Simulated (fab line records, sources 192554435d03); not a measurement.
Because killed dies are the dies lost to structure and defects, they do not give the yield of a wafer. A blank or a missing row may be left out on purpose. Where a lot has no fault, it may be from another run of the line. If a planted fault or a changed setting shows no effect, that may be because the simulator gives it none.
fab line records	flow n5Finfet
record lots=10	wafers=28	lastDay=18
route steps=1938 shown HKMG_FIN@461 GATE_CUT@465 BEOL_M4@1111
lots untouched by any fault: they come from a run of this same line in which no faults occurred
startH: hours from the record's first day to the start of the lot's first wafer shown	waitH: time in hours since the lot's previous step	" same as the row above	L1.1+2: several wafers, shown together as one row	- no value present, or no start provided	* or withheld: withheld	< > ~ a bound
route shown NAME@n: a module of which the file shows steps, and the number in the route of the first	usual: average and standard deviation across the fault-free wafers	same: alike in all rows	chamber/n: place in a boat	sites: readings site by site	_std_site: how widely they spread, as a standard deviation	_edge_site: mean of outer sites minus mean of inner sites	radiusMm: for every site, how far away it sits from the centre of the wafer	mask NAME#n: copy n	behind: the last tool/chamber to shape the wafer	hold: reason for holding the lot/hours on hold/outcome of the hold	device: transistor that didn't switch, given as n, p or np	end of line: at the end of the route, the tests of the same wafers	a step given without rows: its recipe and nothing more	killed: count of dies lost to structure and defects at first sort (not the wafer's yield)	map: per-die view of a wafer (x killed, . not killed, _ where there is no die)
set.NAME: the setting that was run; set.NAME@STEP: the one run at that earlier step	model.NAME: the simulator's own value behind a step, which no gauge read
steps of the route over a sample of lots; a table a step, a row a wafer
services: when a tool's chamber went out of use (startH, in hours from the record's first day, below 0 if earlier), for how many hours, and the reason
## steps
# step N5_HKMG_FIN_CMP_23
# recipe stopOn=SiNx	tOverpolishS=10	postCmpClean=rinseOnly	downForcePsi=4	platenRpm=50.289	padVelocityMS=1.0006	targetThkNm=46.326
# usual motorCurrentA=11.6/1.3	overpolishRunS=9.999/0.0085	timeToEndpointS=11.4/2.6
# same tOverpolishS=10
lot.wafer	tool	chamber	startH	waitH	motorCurrentA	overpolishRunS	timeToEndpointS
L777.4	cmp-03	3	78.69	0.1	12.4	9.998	13.5
L777.5	"	2	"	"	12.3	10.000	11.5
L777.6	"	3	"	"	12.1	9.984	12.6
L778.2	cmp-01	3	83.62	0.0	13.9	10.009	12.5
L778.1	"	2	"	"	12.5	10.003	14.5
L778.6	"	0	"	"	9.6	9.989	10.4
L783.1	cmp-04	0	116.47	0.1	10.2	9.979	12.8
L783.4	"	2	"	"	9.7	9.996	11.2
L783.5	"	0	"	"	10.0	9.986	12.2
L784.1	cmp-03	0	121.26	0.2	11.8	9.993	12.5
L784.3	"	1	"	"	12.4	10.002	10.0
L784.5	"	2	"	"	12.1	10.004	7.5
L788.4	cmp-01	2	147.09	0.0	12.3	9.996	15.4
L788.3	"	3	"	"	14.4	9.996	15.4
L788.6	"	3	"	"	13.7	9.993	13.4
L789.4	cmp-04	2	150.34	0.1	9.5	9.996	11.1
L789.1	"	0	"	"	10.2	10.003	7.2
L789.5	"	2	"	"	9.6	10.007	10.6
L790.2	cmp-03	2	159.46	0.1	11.6	10.009	10.2
L790.6	"	2	"	"	12.1	9.992	10.3
L796.1	cmp-01	3	190.52	0.0	13.5	9.990	9.3
L796.2	"	0	"	"	9.9	10.011	5.5
L796.5	"	3	"	"	13.3	10.004	9.1
L797.2	cmp-03	1	201.97	0.2	12.3	9.996	13.2
L797.1	"	2	"	"	11.8	10.005	11.5
L797.6	"	0	"	"	12.2	10.009	15.3
L798.1	cmp-03	3	207.60	0.0	11.2	9.994	12.1
L798.3	"	1	"	"	12.0	10.008	12.9
# step N5_GATE_CUT_ETCHBACK_00
# recipe chemistry=SF6/Cl2	target=W	pressureMtorr=8	icpW=900	biasW=80	SF6_flow_sccm=40	Cl2_flow_sccm=60
# usual drypumpMotorCurrentA=5.5/0.39	oesProductAu=0.76/0.13	throttleValvePct=27.6/0.45
lot.wafer	tool	chamber	startH	waitH	drypumpMotorCurrentA	oesProductAu	rfHoursCounterH	throttleValvePct
L777.4	rieMetal-03	1	79.47	0.2	5.3	0.79	-	27.8
L777.5	"	1	"	"	5.3	0.79	-	27.7
L777.6	"	1	"	"	5.3	0.79	-	27.8
L778.1	rieMetal-02	1	84.37	0.0	6.1	0.61	117	27.9
L778.2	"	0	"	"	6.0	0.58	148	27.4
L778.6	"	0	"	"	6.0	0.58	-	27.4
L783.1	rieMetal-01	0	117.13	0.0	5.0	0.78	38	26.9
L783.4	"	1	"	"	5.1	0.61	-	28.1
L783.5	"	0	"	"	5.0	0.78	-	26.9
L784.1	rieMetal-02	1	121.85	0.0	6.1	0.60	121	27.9
L784.3	"	1	"	"	6.1	0.60	-	27.9
L784.5	"	1	"	"	6.1	0.60	-	27.9
L788.3	rieMetal-03	0	147.87	0.1	5.6	0.91	-	28.0
L788.4	"	1	"	"	5.3	0.75	-	27.8
L788.6	"	0	"	"	5.6	0.90	-	28.0
L789.1	rieMetal-02	1	151.01	0.0	6.1	0.60	124	27.9
L789.4	"	0	"	"	6.0	0.96	-	27.1
L789.5	"	1	"	"	6.1	0.60	-	27.9
L790.2	rieMetal-01	0	160.12	0.0	5.0	0.77	41	26.9
L790.6	"	0	"	"	5.1	0.77	-	26.9
L796.1	rieMetal-03	1	191.27	0.0	5.3	0.76	46	27.8
L796.2	"	0	"	"	5.6	0.89	9	28.0
L796.5	"	1	"	"	5.3	0.76	-	27.8
L797.1	rieMetal-02	1	202.55	0.0	6.1	0.59	128	27.9
L797.2	"	0	"	"	6.0	0.91	6	27.1
L797.6	"	0	"	"	6.0	0.92	-	27.1
L798.1	rieMetal-02	1	208.35	0.0	6.1	0.59	129	27.9
L798.3	"	1	"	"	6.1	0.59	-	27.9
# step N5_GATE_CUT_ETCH_56
# recipe chemistry=Cl2/Ar	target=TiN	targetDepthA=216	pressureMtorr=10	icpW=600	biasW=60	Cl2_flow_sccm=40	Ar_flow_sccm=60
# usual drypumpMotorCurrentA=5.5/0.4	oes_ar_750_au=0.77/0.14	oesProductAu=0.77/0.14	throttleValvePct=20.9/0.39
lot.wafer	tool	chamber	startH	waitH	drypumpMotorCurrentA	oes_ar_750_au	oesProductAu	rfHoursCounterH	throttleValvePct
L777.4	rieMetal-03	1	79.68	0.2	5.3	0.81	0.80	-	20.9
L777.5	"	1	"	"	5.3	0.80	0.79	-	20.9
L777.6	"	1	"	"	5.3	0.81	0.80	-	20.9
L778.1	rieMetal-02	1	84.49	0.1	6.1	0.61	0.62	117	21.1
L778.2	"	0	"	"	6.0	0.58	0.58	148	20.7
L778.6	"	0	"	"	6.0	0.58	0.59	-	20.7
L783.1	rieMetal-01	0	117.25	0.1	5.0	0.79	0.78	38	20.4
L783.4	"	1	"	"	5.1	0.58	0.59	-	21.3
L783.5	"	0	"	"	5.0	0.79	0.79	-	20.3
L784.1	rieMetal-02	1	122.09	0.2	6.1	0.61	0.61	121	21.2
L784.3	"	1	"	"	6.1	0.61	0.60	-	21.2
L784.5	"	1	"	"	6.1	0.61	0.61	-	21.1
L788.3	rieMetal-03	0	147.98	0.1	5.5	0.95	0.93	-	21.2
L788.4	"	1	"	"	5.3	0.78	0.78	-	20.9
L788.6	"	0	"	"	5.6	0.95	0.93	-	21.2
L789.1	rieMetal-02	1	151.13	0.1	6.1	0.60	0.61	124	21.2
L789.4	"	0	"	"	6.0	0.95	0.98	-	20.2
L789.5	"	1	"	"	6.1	0.61	0.60	-	21.2
L790.2	rieMetal-01	0	160.24	0.1	5.0	0.79	0.77	41	20.4
L790.6	"	0	"	"	5.1	0.79	0.77	-	20.4
L796.1	rieMetal-03	1	191.39	0.1	5.3	0.78	0.77	46	20.9
L796.2	"	0	"	"	5.5	0.93	0.91	9	21.2
L796.5	"	1	"	"	5.3	0.77	0.77	-	20.9
L797.1	rieMetal-02	1	202.67	0.1	6.1	0.59	0.60	128	21.2
L797.2	"	0	"	"	6.0	0.89	0.93	6	20.2
L797.6	"	0	"	"	6.0	0.91	0.92	-	20.3
L798.1	rieMetal-02	1	208.51	0.1	6.1	0.60	0.59	129	21.2
L798.3	"	1	"	"	6.1	0.60	0.59	-	21.2
# step N5_GATE_CUT_PECVD_57
# recipe material=SiNx	targetThkA=210	tempC=400	precursor=SiH4/NH3/N2	pressureTorr=1.5	rfW=300
# usual heaterPowerW=742/78	showerheadPlenumPTorr=5.17/0.052	throttleValvePct=39.9/2
lot.wafer	tool	chamber	startH	waitH	heaterPowerW	showerheadPlenumPTorr	throttleValvePct
L777.4	pecvd-04	2	82.45	1.1	657	5.10	42.2
L777.5	"	1	"	"	766	5.19	40.2
L777.6	"	0	"	"	705	5.25	40.8
L778.1	pecvd-04	1	87.17	1.1	759	5.18	40.3
L778.2	"	0	"	"	841	5.25	40.7
L778.6	"	2	"	"	626	5.07	42.2
L783.1	pecvd-04	0	119.94	1.1	714	5.25	41.0
L783.4	"	1	"	"	661	5.17	40.3
L783.5	"	0	"	"	741	5.24	41.0
L784.1	pecvd-01	1	125.82	1.1	711	5.20	40.0
L784.3	"	2	"	"	899	5.17	38.6
L784.5	"	0	"	"	727	5.22	36.5
L788.3	pecvd-04	0	150.64	1.1	726	5.25	41.1
L788.4	"	0	"	"	723	5.26	41.0
L788.6	"	1	"	"	754	5.18	40.4
L789.1	pecvd-01	2	154.12	1.1	941	5.16	39.0
L789.4	"	0	"	"	787	5.20	36.5
L789.5	"	1	"	"	637	5.20	40.1
L790.2	pecvd-01	2	162.92	1.1	845	5.16	39.2
L790.6	"	0	"	"	821	5.22	36.2
L796.1	pecvd-04	1	194.07	1.1	712	5.18	40.2
L796.2	"	2	"	"	678	5.07	42.1
L796.5	"	2	"	"	655	5.09	42.1
L797.1	pecvd-04	0	205.53	1.1	797	5.24	41.4
L797.2	"	1	"	"	648	5.17	40.2
L797.6	"	1	"	"	644	5.17	40.4
L798.1	pecvd-03	1	211.19	1.1	667	5.07	42.7
L798.3	"	0	"	"	681	5.18	42.3
# step N5_GATE_CUT_CMP_02
# recipe stopOn=SiO2	tOverpolishS=12.7	postCmpClean=alkalineBrush	downForcePsi=2.5	platenRpm=51.8	padVelocityMS=1.0307	targetThkNm=0
# usual motorCurrentA=8.9/0.77	timeToEndpointS=24.9/2.6
lot.wafer	tool	chamber	startH	waitH	motorCurrentA	timeToEndpointS
L777.4	cmp-01	1	82.58	0.1	7.8	23.8
L777.6	"	3	"	"	9.9	24.6
L777.5	"	0	"	"	7.6	22.8
L778.2	cmp-01	2	87.24	0.1	8.8	24.0
L778.1	"	3	"	"	10.5	26.7
L778.6	"	3	"	"	10.8	26.6
L783.4	cmp-03	0	120.05	0.1	8.8	28.4
L783.1	"	1	"	"	8.9	24.6
L783.5	"	3	"	"	8.7	25.4
L784.1	cmp-01	3	125.93	0.1	10.6	26.7
L784.3	"	0	"	"	7.5	24.5
L784.5	"	2	"	"	9.0	27.3
L788.4	cmp-01	2	150.79	0.1	9.5	20.1
L788.3	"	3	"	"	10.5	22.3
L788.6	"	2	"	"	9.1	22.9
L789.4	cmp-01	0	154.23	0.1	7.2	41.9
L789.1	"	2	"	"	9.1	23.3
L789.5	"	3	"	"	10.3	22.7
L790.2	cmp-01	0	163.10	0.1	7.6	17.7
L790.6	"	3	"	"	10.1	44.8
L796.1	cmp-03	3	194.22	0.1	8.5	25.9
L796.2	"	0	"	"	8.4	27.8
L796.5	"	1	"	"	9.5	28.2
L797.1	cmp-01	3	205.62	0.1	10.7	23.7
L797.2	"	0	"	"	7.6	18.6
L797.6	"	3	"	"	10.3	24.0
L798.3	cmp-02	0	211.30	0.1	8.1	23.1
L798.1	"	2	"	"	8.9	25.5
# step N5_BEOL_M4_RC_MEAS_101
# usual DIBL_N=36.5/1.8	DIBL_P=36.5/2.1	IOFF_N=0.17/0.031	IOFF_P=0.22/0.036	ION_N=677/11	ION_P=463/8	SS_N=71.6/0.61	SS_P=73.3/0.63	VT_N=249/3.1	VT_P=-250/3.3
lot.wafer	tool	chamber	startH	waitH	DIBL_N[mV/V]	DIBL_P[mV/V]	IOFF_N[nA/um]	IOFF_P[nA/um]	ION_N[uA/um]	ION_P[uA/um]	SS_N[mV/dec]	SS_P[mV/dec]	VT_N[mV]	VT_P[mV]
L777.4	prober-02	0	166.55	0.5	33.8	32.6	0.12	0.15	655	446	71.0	72.9	253	-257
L777.5	"	0	"	"	35.2	34.7	0.15	0.20	672	457	71.0	73.3	248	-250
L777.6	"	0	"	"	33.9	32.7	0.13	0.16	659	447	70.7	71.9	253	-255
L778.1	prober-01	0	176.20	0.0	37.0	37.2	0.18	0.21	689	466	71.7	73.5	244	-254
L778.2	"	0	"	"	34.9	34.1	0.14	0.16	662	451	70.4	72.6	251	-255
L778.6	"	0	"	"	37.0	35.9	0.17	0.19	683	453	71.9	73.4	248	-254
L784.1	prober-01	0	211.96	0.0	36.8	35.8	0.16	0.21	675	460	71.4	73.3	248	-249
L784.3	"	0	"	"	33.8	32.8	0.12	0.16	673	459	71.0	72.4	251	-254
L784.5	"	0	"	"	35.6	34.7	0.15	0.19	670	461	71.0	72.5	249	-248
L783.1	prober-02	0	212.25	0.0	35.0	35.6	0.13	0.19	667	465	70.8	73.1	249	-251
L783.4	"	0	"	"	35.7	36.2	0.15	0.20	678	467	71.3	73.9	249	-253
L783.5	"	0	"	"	33.9	34.9	0.13	0.18	675	463	70.9	72.5	251	-251
L789.1	prober-01	0	243.41	0.0	36.8	35.4	0.17	0.22	663	456	71.9	73.8	250	-248
L789.4	"	0	"	"	37.6	35.9	0.19	0.24	664	454	72.6	73.5	248	-249
L789.5	"	0	"	"	34.3	33.2	0.14	0.20	667	457	71.6	72.9	250	-249
L788.3	prober-02	0	243.60	0.3	35.7	35.2	0.16	0.19	669	458	71.8	72.9	249	-252
L788.4	"	0	"	"	35.7	35.7	0.16	0.20	676	461	71.6	73.1	248	-251
L788.6	"	0	"	"	38.2	37.1	0.19	0.22	681	461	71.7	73.4	249	-252
L790.2	prober-02	0	247.60	0.2	38.1	37.8	0.17	0.20	675	452	72.2	73.4	251	-251
L790.6	"	0	"	"	34.5	34.7	0.12	0.16	672	462	71.4	73.6	252	-255
L796.1	prober-02	0	274.38	0.0	37.5	38.0	0.20	0.29	688	475	72.0	73.8	246	-242
L796.2	"	0	"	"	36.0	36.8	0.18	0.27	694	482	71.0	73.5	246	-243
L796.5	"	0	"	"	36.7	37.7	0.19	0.30	692	478	71.7	73.9	248	-241
L797.1	prober-01	0	306.24	0.0	35.3	37.2	0.15	0.20	679	467	70.5	73.8	250	-252
L797.2	"	0	"	"	34.3	35.6	0.13	0.18	677	464	71.4	73.4	251	-252
L797.6	"	0	"	"	34.7	36.1	0.14	0.19	675	465	71.3	73.8	250	-250
L798.1	prober-02	0	309.07	0.0	33.1	32.2	0.11	0.17	649	458	70.5	72.9	253	-252
L798.3	"	0	"	"	36.2	36.9	0.17	0.22	664	463	72.0	72.4	251	-249
## services
tool	chamber	startH	hours	kind
cmp-03	-	57.63	10.1	pm
cmp-03	-	68.93	4.3	pm
cmp-04	-	71.18	1.7	repair
cmp-04	-	75.23	0.3	repair
pecvd-03	-	77.70	2.5	repair
cmp-01	-	94.41	1.3	repair
cmp-01	-	97.39	0.5	repair
rieMetal-02	0	101.83	-	clean
rieMetal-02	0	101.83	38.1	scheduledDown
rieMetal-02	0	101.83	38.1	ventCycle
cmp-01	-	109.59	15.8	repair
cmp-03	-	111.33	0.9	repair
cmp-04	-	118.06	4.0	pm
pecvd-04	2	131.19	15.6	repair
cmp-02	-	132.74	11.8	pm
pecvd-03	-	146.95	2.8	pm
pecvd-04	2	154.24	4.7	repair
pecvd-01	1	160.64	3.2	repair
pecvd-01	2	166.23	2.9	repair
cmp-04	-	175.32	3.3	pm
cmp-03	-	181.91	3.1	repair
cmp-04	-	207.03	0.2	repair
pecvd-04	0	208.94	1.9	repair
rieMetal-02	1	211.21	-	clean
## key
firstSign step=N5_GATE_CUT_CMP_02	reading=timeToEndpointS	direction=up	sigmas=7.1	usual=*	struck=*
effect none on later readings
metAt N5_GATE_CUT_PECVD_57
struckLots L789,L790
struckWafers L789.4,L790.6
notActingAt N5_HKMG_FIN_CMP_23,N5_GATE_CUT_ETCHBACK_00,N5_GATE_CUT_ETCH_56
onsetBetween 125.82 154.12
fault kind=processParameterDrift	tool=pecvd-01	chamber=0	onsetH=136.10	steps=N5_GATE_CUT_PECVD_57	channel=targetThkA	offset=*	shape=step	actsIn=*	stated=*
